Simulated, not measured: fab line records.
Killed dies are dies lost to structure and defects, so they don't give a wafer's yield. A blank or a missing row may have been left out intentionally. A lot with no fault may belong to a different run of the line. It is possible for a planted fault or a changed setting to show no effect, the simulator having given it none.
fab line records	flow n5-finfet	part 2 of 2: steps 5 to 6 of 6
[record] lots = 23	wafers = 69	last-day = 20
route steps=1938 shown BEOL_M7@1276
lots that met no fault: taken from a fault-free run of the same line
start-h: the number of hours between the record's first day and the start of the first shown wafer of the lot	wait-h: hours elapsed since this lot's preceding step	" the same as in the row above	L1.1+2: one row covering several wafers at once	- either no value or no given start	* or withheld: withheld	< > ~ a bound
route shown NAME@n: a module of which the file shows steps, and the number in the route of the first	usual: the fault-free wafers' mean and standard deviation	same: alike in all rows	chamber/n: place in a boat	sites: the reading at each site	_std_site: standard deviation of those values	_edge_site: mean of outer sites minus mean of inner sites	radius-mm: how far each site lies from the wafer's centre	mask NAME#n: copy n	behind: the last tool/chamber to shape the wafer	hold: why the lot went on hold/how many hours it stayed there/how the hold came to an end	device: names the non-switching transistor (n, p or np)	end of line: tests run on the same wafers once the route is complete	a step without rows: its recipe alone	killed: count of dies lost to structure and defects at first sort (not the wafer's yield)	map: dies across one wafer; x = killed, . = not, _ = none there
set.NAME: the run value of the setting; set.NAME@STEP: its run value at that earlier step	model.NAME: the simulator's own value behind a step, which no gauge read
one table for each step of the route and one row for each wafer, over a sample of lots
services: the hour from which a tool's chamber was out of use, counted from the record's first day as start-h (under 0 if before that day), plus the number of hours and why
[[steps]]
[step N5_BEOL_M7_STRIP_80]
[recipe] chemistry = N2/H2	time-s = 10	power-w = 450	temp-c = 40	pressure-mtorr = 20	rf-frequency-hz = 6e+07	bias-power-w = 7	n2-flow-sccm = 200	h2-flow-sccm = 200
[usual] drypump-motor-current-A = 5.6/0.48	h2-flow-sccm = 200.0/0.59	oes-product-au = 0.79/0.073	rf-vpp-V = 59.1/0.87	showerhead-plenum-p-Torr = 2.52/0.096	throttle-valve-pct = 23.72/0.29
lot.wafer	tool	chamber	start-h	wait-h	drypump-motor-current-A	h2-flow-sccm	oes-product-au	rf-hours-counter-h	rf-vpp-V	showerhead-plenum-p-Torr	throttle-valve-pct
L076.3	rie-diel-05	0	-	-	4.7	198.6	0.70	210	59.9	2.64	23.86
L076.4	"	2	"	"	5.5	200.7	0.75	155	56.2	2.41	23.40
L076.5	"	1	"	"	5.9	199.3	0.87	-	58.5	2.68	24.12
L078.1	rie-diel-05	2	-	-	5.5	200.2	0.76	158	57.4	2.41	23.39
L078.3	"	1	"	"	5.9	200.1	0.86	71	60.4	2.68	24.13
L078.5	"	3	"	"	4.9	200.0	0.84	-	59.6	2.46	23.69
L077.3	rie-diel-05	3	-	-	5.0	199.2	0.84	65	57.6	2.46	23.68
L077.4	"	2	"	"	5.5	199.9	0.74	163	60.0	2.41	23.40
L077.5	"	1	"	"	5.9	199.7	0.86	-	59.8	2.68	24.14
L079.3	rie-diel-04	2	-	-	5.5	200.2	0.76	156	58.5	2.42	23.20
L079.4	"	0	"	"	5.8	200.2	0.69	-	59.7	2.51	24.10
L079.6	"	1	"	"	5.7	201.1	0.82	-	59.2	2.46	23.87
L080.2	rie-diel-04	2	-	-	5.5	200.1	0.74	156	58.8	2.42	23.21
L080.4	"	0	"	"	5.8	199.6	0.68	-	59.3	2.51	24.08
L080.6	"	1	"	"	5.8	200.7	0.83	-	58.6	2.46	23.90
L075.1	rie-diel-05	0	-	-	4.7	200.5	0.69	221	60.7	2.64	23.89
L075.4	"	1	"	"	5.9	200.8	0.85	-	60.0	2.68	24.16
L075.5	"	0	"	"	4.7	200.6	0.70	-	59.9	2.64	23.89
L082.1	rie-diel-04	3	-	-	5.9	199.2	0.69	248	59.1	2.51	23.94
L082.4	"	1	"	"	5.7	200.2	0.81	-	59.3	2.46	23.90
L082.6	"	3	"	"	5.8	197.9	0.69	-	58.5	2.51	23.93
L081.2	rie-diel-04	1	-	-	5.8	199.7	0.83	92	57.0	2.46	23.89
L081.3	"	2	"	"	5.5	200.5	0.75	162	59.1	2.42	23.23
L081.5	"	1	"	"	5.8	199.1	0.83	-	57.3	2.46	23.90
L083.1	rie-diel-05	2	-	-	5.5	199.7	0.74	173	60.0	2.41	23.43
L083.2	"	3	"	"	5.0	199.0	0.83	69	58.2	2.46	23.70
L083.6	"	3	"	"	5.0	199.5	0.83	-	59.6	2.46	23.70
L086.2	rie-diel-05	3	-	-	5.0	199.6	0.83	75	58.4	2.46	23.70
L086.3	"	0	"	"	4.7	200.6	0.69	234	59.3	2.63	23.89
L086.4	"	1	"	"	5.9	200.3	0.84	91	60.5	2.67	24.15
L085.1	rie-diel-05	3	-	-	5.0	199.8	0.82	76	58.6	2.45	23.71
L085.3	"	2	"	"	5.5	199.9	0.73	180	59.4	2.40	23.42
L085.6	"	1	"	"	5.9	200.5	0.83	-	60.3	2.67	24.17
L084.2	rie-diel-01	3	-	-	6.3	199.9	0.84	69	59.0	2.46	23.41
L084.4	"	2	"	"	5.1	200.2	0.81	80	57.8	2.58	23.55
L084.5	"	0	"	"	6.1	200.9	0.88	-	59.4	2.61	24.00
L087.3	rie-diel-01	0	-	-	6.1	199.2	0.89	29	58.6	2.61	24.02
L087.4	"	1	"	"	6.2	199.5	0.69	244	58.9	2.60	23.73
L087.5	"	1	"	"	6.1	200.1	0.69	-	59.1	2.60	23.74
L088.3	rie-diel-01	1	-	-	6.2	199.6	0.69	249	60.4	2.60	23.76
L088.5	"	2	"	"	5.1	201.3	0.80	-	60.2	2.58	23.56
L088.6	"	1	"	"	6.1	200.2	0.68	-	57.0	2.60	23.74
L089.1	rie-diel-05	0	-	-	4.7	199.7	0.68	242	58.6	2.63	23.93
L089.3	"	1	"	"	5.9	199.9	0.83	98	59.4	2.67	24.17
L089.4	"	2	"	"	5.5	199.4	0.73	186	59.6	2.40	23.43
L091.3	rie-diel-01	3	-	-	6.4	201.7	0.83	76	58.7	2.45	23.41
L091.4	"	2	"	"	5.1	200.6	0.80	86	60.7	2.58	23.56
L091.5	"	0	"	"	6.2	200.5	0.87	-	59.4	2.61	24.00
L090.1	rie-diel-01	2	-	-	5.1	200.5	0.80	89	60.9	2.58	23.57
L090.2	"	3	"	"	6.4	200.5	0.83	78	58.1	2.45	23.42
L090.6	"	3	"	"	6.4	200.1	0.83	-	58.8	2.45	23.42
L094.2	rie-diel-04	2	-	-	5.5	200.4	0.73	184	59.1	2.41	23.23
L094.3	"	3	"	"	5.9	199.0	0.96	6	59.3	2.50	23.70
L094.6	"	2	"	"	5.5	200.1	0.73	-	57.6	2.41	23.23
L092.1	rie-diel-05	2	-	-	5.6	199.3	0.73	191	58.1	2.40	23.45
L092.3	"	3	"	"	5.0	199.5	0.80	87	60.2	2.45	23.71
L092.6	"	0	"	"	4.7	200.0	0.68	-	59.1	2.62	23.91
L093.3	rie-diel-04	3	-	-	5.8	200.8	0.95	9	57.9	2.50	23.70
L093.5	"	1	"	"	5.7	200.9	0.79	-	59.9	2.45	23.92
L093.6	"	2	"	"	5.5	199.6	0.72	-	58.0	2.41	23.24
L096.1	rie-diel-01	1	-	-	6.2	199.5	0.98	6	60.5	2.59	23.37
L096.2	"	2	"	"	5.1	199.7	0.78	103	58.6	2.57	23.58
L096.4	"	3	"	"	6.3	200.0	0.83	-	60.0	2.45	23.44
L095.1	rie-diel-04	1	-	-	5.7	199.8	0.79	125	59.5	2.44	23.95
L095.2	"	0	"	"	5.8	199.7	0.89	29	59.9	2.49	23.84
L095.3	"	2	"	"	5.5	199.8	0.72	194	60.6	2.41	23.26
L097.3	rie-diel-05	0	-	-	4.7	199.4	0.97	10	59.5	2.62	23.54
L097.5	"	1	"	"	5.9	200.3	0.81	-	59.6	2.66	24.21
L097.6	"	2	"	"	5.5	200.6	0.72	-	58.7	2.39	23.48
[step N5_BEOL_M7_ANNEAL_51]
[recipe] temp-c = 225	time-s = 90	ambient = N2
[usual] anneal-temp-c = 225.00/0.17	wafer_temp_C_max = 225.81/0.2
lot.wafer	tool	chamber	start-h	wait-h	anneal-temp-c	wafer_temp_C_max
L076.3	rtp-anneal-02	0	240.26	0.1	225.03	225.72
L076.4	"	0	"	"	225.05	225.70
L076.5	"	0	"	"	224.96	225.82
L078.1	rtp-anneal-01	0	251.51	0.2	225.24	225.90
L078.3	"	0	"	"	225.15	225.72
L078.5	"	0	"	"	225.29	225.99
L077.3	rtp-anneal-02	0	262.54	0.3	225.11	225.98
L077.4	"	0	"	"	225.02	226.04
L077.5	"	0	"	"	225.13	225.94
L079.3	rtp-anneal-01	0	263.56	0.2	224.84	225.85
L079.4	"	0	"	"	224.71	226.02
L079.6	"	0	"	"	224.83	225.87
L080.2	rtp-anneal-02	0	264.39	0.1	224.94	225.78
L080.4	"	0	"	"	224.98	226.00
L080.6	"	0	"	"	225.10	225.66
L075.1	rtp-anneal-02	0	266.19	0.1	225.12	225.79
L075.4	"	0	"	"	225.26	225.82
L075.5	"	0	"	"	225.10	225.82
L082.1	rtp-anneal-01	0	283.66	0.1	224.73	225.76
L082.4	"	0	"	"	224.85	225.96
L082.6	"	0	"	"	224.67	225.66
L081.2	rtp-anneal-01	0	284.25	0.4	224.93	225.70
L081.3	"	0	"	"	224.92	225.47
L081.5	"	0	"	"	224.78	225.75
L083.1	rtp-anneal-01	0	286.95	0.1	224.96	225.64
L083.2	"	0	"	"	224.73	225.84
L083.6	"	0	"	"	224.89	225.64
L086.2	rtp-anneal-01	0	309.36	0.1	225.08	225.83
L086.3	"	0	"	"	225.02	225.78
L086.4	"	0	"	"	225.18	225.78
L085.1	rtp-anneal-01	0	313.94	0.3	225.02	225.54
L085.3	"	0	"	"	225.14	225.85
L085.6	"	0	"	"	225.04	225.71
L084.2	rtp-anneal-02	0	314.06	0.3	225.01	225.98
L084.4	"	0	"	"	225.11	225.99
L084.5	"	0	"	"	225.13	225.74
L087.3	rtp-anneal-01	0	325.30	0.1	225.04	225.84
L087.4	"	0	"	"	224.87	225.88
L087.5	"	0	"	"	225.02	225.89
L088.3	rtp-anneal-01	0	336.67	0.4	224.87	226.01
L088.5	"	0	"	"	225.14	225.70
L088.6	"	0	"	"	225.21	226.48
L089.1	rtp-anneal-01	0	336.85	0.4	225.07	226.12
L089.3	"	0	"	"	225.02	226.11
L089.4	"	0	"	"	225.29	226.36
L091.3	rtp-anneal-01	0	337.48	0.4	224.93	225.61
L091.4	"	0	"	"	224.92	225.81
L091.5	"	0	"	"	224.63	225.60
L090.1	rtp-anneal-02	0	345.11	0.7	224.99	225.47
L090.2	"	0	"	"	225.02	225.82
L090.6	"	0	"	"	225.00	225.73
L094.2	rtp-anneal-02	0	346.34	0.2	224.69	225.67
L094.3	"	0	"	"	225.06	225.56
L094.6	"	0	"	"	225.02	225.94
L092.1	rtp-anneal-02	0	354.40	0.2	225.16	225.95
L092.3	"	0	"	"	225.31	225.60
L092.6	"	0	"	"	225.14	225.74
L093.3	rtp-anneal-02	0	359.08	0.2	225.16	225.85
L093.5	"	0	"	"	224.94	225.36
L093.6	"	0	"	"	224.91	225.53
L096.1	rtp-anneal-02	0	381.31	0.2	224.77	225.91
L096.2	"	0	"	"	224.82	225.59
L096.4	"	0	"	"	225.10	225.48
L095.1	rtp-anneal-01	0	381.78	0.6	225.16	225.56
L095.2	"	0	"	"	225.00	225.71
L095.3	"	0	"	"	225.06	225.58
L097.3	rtp-anneal-01	0	409.48	0.3	224.86	226.05
L097.5	"	0	"	"	225.33	225.85
L097.6	"	0	"	"	224.63	225.92
[[services]]
tool	chamber	start-h	hours	kind
rie-diel-04	2	222.58	4.9	repair
rie-diel-05	-	223.92	0.2	repair
rie-diel-01	-	240.37	5.9	repair
rie-diel-01	2	252.91	26.0	repair
rie-diel-01	-	253.32	6.4	repair
rie-diel-04	0	277.96	-	clean
rie-diel-04	0	277.96	-	consumable-replace:focus-ring
rie-diel-04	0	277.96	19.5	scheduled-down
rie-diel-04	0	277.96	19.5	vent-cycle
rie-diel-04	3	297.44	-	clean
rie-diel-01	0	301.70	3.2	repair
rie-diel-01	1	338.42	-	clean
rie-diel-01	1	338.42	-	consumable-replace:focus-ring
rie-diel-01	1	338.42	24.1	scheduled-down
rie-diel-01	1	338.42	24.1	vent-cycle
rie-diel-05	0	365.49	-	clean
rie-diel-05	0	365.49	-	consumable-replace:focus-ring
rie-diel-05	0	365.49	13.6	scheduled-down
rie-diel-05	0	365.49	13.6	vent-cycle
rie-diel-01	0	378.42	9.6	repair
rie-diel-05	3	378.97	14.3	repair
rie-diel-05	0	379.15	1.6	repair
rie-diel-04	0	399.11	26.0	repair
rie-diel-04	2	402.36	8.4	repair
